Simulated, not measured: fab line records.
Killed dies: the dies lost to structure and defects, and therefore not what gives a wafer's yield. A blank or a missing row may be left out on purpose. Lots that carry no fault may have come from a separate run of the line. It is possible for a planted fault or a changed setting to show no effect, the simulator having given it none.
Comparing a struck lot with a sound one || flow nand-harc || 15 out of 1159 route steps
Sound: wafers L947.3, L947.5, L947.6. Struck: wafers L954.1, L954.2, L954.3. The cause is given at the end.
At each step with rows: each side's tool, then ch and its chambers, then its first start. Under that, the readings that differ: sound wafers || struck wafers || difference of the means || sigmas: that difference in standard deviations of wafers without a fault.
alike: readings whose means differ by less than 2 such deviations, and words and numbers that are the same on both sides. not compared: withheld readings, readings that some wafer has no value for, bounds like >300 that may hide the same value, and numbers for which the record gives no deviation and whose values overlap.
A row with sigmas, a row that says differs or no value, or rows on one side alone: a step with any of these is where the two part. When numbers do not overlap yet have no deviation, they are printed without sigmas and do not part them. A reading missing from all wafers of one side parts the sides only when that side holds two or more wafers.

NHARC_A_SGD_CUT_STRIP_17: strips in O2.
  sound on rie-diel-02 ch 0,1; struck on rie-diel-07 ch 1,2,3, day 16 06:45
{"reading": "showerhead-plenum-p-Torr (Torr)", "sound": "3.72 3.59 3.72", "struck": "3.42 3.44 3.29", "difference": -0.29, "sigmas": -2}
  alike: drypump-motor-current-A, oes-product-au, rf-vpp-V, throttle-valve-pct
  not compared: rf-hours-counter-h
then, 4 steps without rows for these wafers: NHARC_A_SGD_CUT_PRECLEAN_18 (cleans in SC1); NHARC_A_SGD_CUT_SRD_19; NHARC_A_SGD_CUT_DEP_20 (deposits SiO2, target thk 150 nm); NHARC_A_SGD_CUT_ANNEAL_27 (time 1800 s).
NHARC_A_SGD_CUT_CMP_21: polishes, target thk 148.19 nm.
  sound on cmp-02 ch 0,1,3, day 14 09:37; struck on cmp-01 ch 0,1,3, day 16 12:01
  alike: edge-zone-pressure-frac, motor-current-A, time-to-endpoint-s
NHARC_A_SGD_CUT_THK_MEAS_22: measures by ellipsometry.
  struck on film-metro-01, day 16 12:16; sound on film-metro-02, day 14 09:48
{"reading": "thk-nm (nm)", "sound": "149.2 144.9 147.4", "struck": "150.8 148.7 150.4", "difference": "+2.8", "sigmas": "+2"}
then, 2 steps without rows for these wafers: NHARC_A_SGD_CUT_SRD_23; NHARC_A_SGD_CUT_ETCH_26 (etches SiO2 in dHF, target depth 45.8 nm).
NHARC_A_SGD_CUT_ETCHBACK_24: etches the open film in CH3F/O2, target depth 50 nm, time 92.857 s.
  sound on rie-diel-10 ch 1,2,3, day 14 10:04; struck on rie-diel-02 ch 0,2,3, day 16 12:36
{"reading": "oes-product-au (a.u.)", "sound": "0.91 0.93 0.92", "struck": "0.99 1.00 0.98", "difference": "+0.07", "sigmas": "+2"}
  alike: drypump-motor-current-A, rf-vpp-V, showerhead-plenum-p-Torr, throttle-valve-pct
  not compared: rf-hours-counter-h
NHARC_A_SGD_CUT_STRIP_28: strips in O2, time 20 s.
  sound on rie-diel-10 ch 1,2,3, day 14 10:11; struck on rie-diel-02 ch 0,1,3, day 16 12:47
  alike: drypump-motor-current-A, oes-product-au, rf-vpp-V, showerhead-plenum-p-Torr, throttle-valve-pct
  not compared: rf-hours-counter-h
NHARC_A_SGD_CUT_INSPECT_25:
  struck on defect-inspect-02, day 16 12:53; sound on defect-inspect-02, day 14 10:18
  alike: raw-defect-count
NHARC_A_SLIT_DEP_25: deposits SiO2, target thk 200 nm.
  sound on pecvd-01 ch 0,1, day 14 10:25; struck on pecvd-02 ch 0,1,2, day 16 12:56
  no value came back on the struck wafers for chamber-pressure-Torr (Torr), flow-sccm (sccm), heater-power-w (W), throttle-valve-pct (%); on the sound wafers chamber-pressure-Torr (Torr) reads 6.498 6.510 6.501
NHARC_A_SLIT_DEP_00: deposits aC, target thk 3200 nm.
  sound on acl-dep-03 ch 0, day 14 12:36; struck on acl-dep-03 ch 0, day 16 16:22
{"reading": "susceptor-temp-C (C)", "sound": "- - -", "struck": "399.80 400.25 400.12", "difference": "no value on the sound wafers", "sigmas": ""}
  alike: throttle-valve-pct
-- break in the record here, with 5 days between the starts of the struck wafers on either side (left off in module A_SLIT, picked up again in module END, where the first step shown is number 1159 on the route) --
NHARC_END_SORT_01:
  here the record holds rows for the struck wafers (prober-02 ch 0, day 21 22:01) but none for the sound ones

WHERE THEY PART
First at NHARC_A_SGD_CUT_STRIP_17; last, within this record, at NHARC_END_SORT_01.

WHY: what the simulator had put in
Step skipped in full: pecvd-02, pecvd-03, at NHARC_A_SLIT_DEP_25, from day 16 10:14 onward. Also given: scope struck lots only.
